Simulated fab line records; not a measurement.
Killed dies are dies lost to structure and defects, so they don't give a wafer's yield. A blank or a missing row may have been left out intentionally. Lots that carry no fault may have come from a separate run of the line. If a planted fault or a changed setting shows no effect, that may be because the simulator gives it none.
fab line records || flow n5Finfet
record {"lots": 7, "wafers": 39}
route steps=1938 shown BEOL_M14@1751
startH: hours from the record's first day to the start of the lot's first wafer shown || waitH: time in hours since the lot's previous step || " unchanged from the row above || L1.1+2: a single row standing in for several wafers || - value missing, or start not given || * or withheld: withheld || < > ~ a bound
route shown NAME@n: names a module that has steps shown in the file, with the first one's number in the route || usual: the fault-free wafers' mean and standard deviation || same: alike in all rows || chamber/n: place in a boat || sites: each site's reading || _std_site: the standard deviation of these || _edge_site: the outer-site mean with the inner-site mean subtracted || radiusMm: how far each site lies from the wafer's centre || mask NAME#n: copy n || behind: the most recent tool/chamber to have shaped the wafer || hold: the reason the lot was held/the length of the hold in hours/how it ended || device: the n, p or np transistor that did not switch || end of line: the tests these same wafers got at the end of their route || step lacking rows: just its recipe || killed: the dies lost at the first sort to structure and to defects; this is not the yield of the wafer || map: a wafer's dies, marking killed ones x, the rest . and places with no die _
set.NAME: the setting as run; set.NAME@STEP: as run at that earlier step || model.NAME: the simulator's own value behind a step, which no gauge read
one table per step and one row per wafer, for lots whose settings were changed on purpose
## steps
# step N5_BEOL_M14_ETCH_68
# recipe {"chemistry": "N2/H2", "target": "SOC", "maskMaterial": "SiARC", "sourceW": 3000, "biasW": 350, "tempC": 40, "timeS": 450, "ionEnergyEv": 200, "pressureMtorr": 30, "n2FlowSccm": 200, "h2FlowSccm": 200}
{"lot.wafer": "L083.1", "tool": "rieDiel-02", "chamber": 0, "startH": 314.14, "waitH": 0.1, "set.timeS": 450, "model.SiARC_of_BEOL_M14_COAT_66.thkNm": 66}
{"lot.wafer": "L083.2+5", "tool": "rieDiel-02", "chamber": "1,2", "startH": 314.14, "waitH": 0.1, "set.timeS": 450, "model.SiARC_of_BEOL_M14_COAT_66.thkNm": 65.2}
{"lot.wafer": "L083.3", "tool": "rieDiel-02", "chamber": 2, "startH": 314.14, "waitH": 0.1, "set.timeS": 450, "model.SiARC_of_BEOL_M14_COAT_66.thkNm": 65.4}
{"lot.wafer": "L083.4", "tool": "rieDiel-02", "chamber": 0, "startH": 314.14, "waitH": 0.1, "set.timeS": 450, "model.SiARC_of_BEOL_M14_COAT_66.thkNm": 66.2}
{"lot.wafer": "L083.6", "tool": "rieDiel-02", "chamber": 1, "startH": 314.14, "waitH": 0.1, "set.timeS": 450, "model.SiARC_of_BEOL_M14_COAT_66.thkNm": 65.6}
{"lot.wafer": "L086.1", "tool": "rieDiel-06", "chamber": 2, "startH": 326.37, "waitH": 0.1, "set.timeS": 450, "model.SiARC_of_BEOL_M14_COAT_66.thkNm": 65.6}
{"lot.wafer": "L086.2", "tool": "rieDiel-06", "chamber": 3, "startH": 326.37, "waitH": 0.1, "set.timeS": 450, "model.SiARC_of_BEOL_M14_COAT_66.thkNm": 64.8}
{"lot.wafer": "L086.3", "tool": "rieDiel-06", "chamber": 0, "startH": 326.37, "waitH": 0.1, "set.timeS": 362.6, "model.SiARC_of_BEOL_M14_COAT_66.thkNm": 73.4}
{"lot.wafer": "L086.4", "tool": "rieDiel-06", "chamber": 1, "startH": 326.37, "waitH": 0.1, "set.timeS": 362.6, "model.SiARC_of_BEOL_M14_COAT_66.thkNm": 74}
{"lot.wafer": "L086.5", "tool": "rieDiel-06", "chamber": 2, "startH": 326.37, "waitH": 0.1, "set.timeS": 450, "model.SiARC_of_BEOL_M14_COAT_66.thkNm": 65.4}
{"lot.wafer": "L086.6", "tool": "rieDiel-06", "chamber": 1, "startH": 326.37, "waitH": 0.1, "set.timeS": 362.6, "model.SiARC_of_BEOL_M14_COAT_66.thkNm": 74.4}
{"lot.wafer": "L089.1", "tool": "rieDiel-02", "chamber": 3, "startH": 343.99, "waitH": 0.1, "set.timeS": 450, "model.SiARC_of_BEOL_M14_COAT_66.thkNm": 64.6}
{"lot.wafer": "L089.2", "tool": "rieDiel-02", "chamber": 1, "startH": 343.99, "waitH": 0.1, "set.timeS": 204.1, "model.SiARC_of_BEOL_M14_COAT_66.thkNm": 90}
{"lot.wafer": "L089.3", "tool": "rieDiel-02", "chamber": 0, "startH": 343.99, "waitH": 0.1, "set.timeS": 450, "model.SiARC_of_BEOL_M14_COAT_66.thkNm": 66.4}
{"lot.wafer": "L089.4", "tool": "rieDiel-02", "chamber": 2, "startH": 343.99, "waitH": 0.1, "set.timeS": 450, "model.SiARC_of_BEOL_M14_COAT_66.thkNm": 65}
{"lot.wafer": "L089.5", "tool": "rieDiel-02", "chamber": 0, "startH": 343.99, "waitH": 0.1, "set.timeS": 204.1, "model.SiARC_of_BEOL_M14_COAT_66.thkNm": 90.2}
{"lot.wafer": "L089.6", "tool": "rieDiel-02", "chamber": 3, "startH": 343.99, "waitH": 0.1, "set.timeS": 204.1, "model.SiARC_of_BEOL_M14_COAT_66.thkNm": 89.4}
{"lot.wafer": "L088.1", "tool": "rieDiel-06", "chamber": 3, "startH": 366.55, "waitH": 0.1, "set.timeS": 450, "model.SiARC_of_BEOL_M14_COAT_66.thkNm": 65.6}
{"lot.wafer": "L088.2+5", "tool": "rieDiel-06", "chamber": 0, "startH": 366.55, "waitH": 0.1, "set.timeS": 642.3, "model.SiARC_of_BEOL_M14_COAT_66.thkNm": 45.6}
{"lot.wafer": "L088.3", "tool": "rieDiel-06", "chamber": 2, "startH": 366.55, "waitH": 0.1, "set.timeS": 450, "model.SiARC_of_BEOL_M14_COAT_66.thkNm": 65.2}
{"lot.wafer": "L088.4", "tool": "rieDiel-06", "chamber": 1, "startH": 366.55, "waitH": 0.1, "set.timeS": 642.3, "model.SiARC_of_BEOL_M14_COAT_66.thkNm": 47.4}
{"lot.wafer": "L088.6", "tool": "rieDiel-06", "chamber": 1, "startH": 366.55, "waitH": 0.1, "set.timeS": 450, "model.SiARC_of_BEOL_M14_COAT_66.thkNm": 66}
{"lot.wafer": "L095.1+2", "tool": "rieDiel-02", "chamber": "3,0", "startH": 371.03, "waitH": 0.1, "set.timeS": 262.5, "model.SiARC_of_BEOL_M14_COAT_66.thkNm": 83.4}
{"lot.wafer": "L095.3+4", "tool": "rieDiel-02", "chamber": "2,1", "startH": 371.03, "waitH": 0.1, "set.timeS": 450, "model.SiARC_of_BEOL_M14_COAT_66.thkNm": 65.6}
{"lot.wafer": "L095.5", "tool": "rieDiel-02", "chamber": 2, "startH": 371.03, "waitH": 0.1, "set.timeS": 262.5, "model.SiARC_of_BEOL_M14_COAT_66.thkNm": 84.2}
{"lot.wafer": "L095.6", "tool": "rieDiel-02", "chamber": 1, "startH": 371.03, "waitH": 0.1, "set.timeS": 450, "model.SiARC_of_BEOL_M14_COAT_66.thkNm": 65.8}
{"lot.wafer": "L094.1", "tool": "rieDiel-02", "chamber": 3, "startH": 379.62, "waitH": 0.1, "set.timeS": 528.1, "model.SiARC_of_BEOL_M14_COAT_66.thkNm": 56.4}
{"lot.wafer": "L094.2", "tool": "rieDiel-02", "chamber": 1, "startH": 379.62, "waitH": 0.1, "set.timeS": 528.1, "model.SiARC_of_BEOL_M14_COAT_66.thkNm": 58.4}
{"lot.wafer": "L094.3", "tool": "rieDiel-02", "chamber": 0, "startH": 379.62, "waitH": 0.1, "set.timeS": 528.1, "model.SiARC_of_BEOL_M14_COAT_66.thkNm": 56.2}
{"lot.wafer": "L094.4+6", "tool": "rieDiel-02", "chamber": 2, "startH": 379.62, "waitH": 0.1, "set.timeS": 450, "model.SiARC_of_BEOL_M14_COAT_66.thkNm": 65.4}
{"lot.wafer": "L094.5", "tool": "rieDiel-02", "chamber": 1, "startH": 379.62, "waitH": 0.1, "set.timeS": 450, "model.SiARC_of_BEOL_M14_COAT_66.thkNm": 64.8}
{"lot.wafer": "L097.2", "tool": "rieDiel-01", "chamber": 1, "startH": 415.81, "waitH": 0.1, "set.timeS": 450, "model.SiARC_of_BEOL_M14_COAT_66.thkNm": 64.2}
{"lot.wafer": "L097.3", "tool": "rieDiel-01", "chamber": 3, "startH": 415.81, "waitH": 0.1, "set.timeS": 450, "model.SiARC_of_BEOL_M14_COAT_66.thkNm": 64.4}
{"lot.wafer": "L097.6", "tool": "rieDiel-01", "chamber": 0, "startH": 415.81, "waitH": 0.1, "set.timeS": 450, "model.SiARC_of_BEOL_M14_COAT_66.thkNm": 65.8}
## key
split {"step": "N5_BEOL_M14_ETCH_68", "setting": "timeS", "stated": 450, "by": "wafer"}
response {"step": "N5_BEOL_M14_ETCH_68", "reading": "model.SiARC_of_BEOL_M14_COAT_66.thkNm", "change": -0.447, "per": "1%", "r": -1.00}
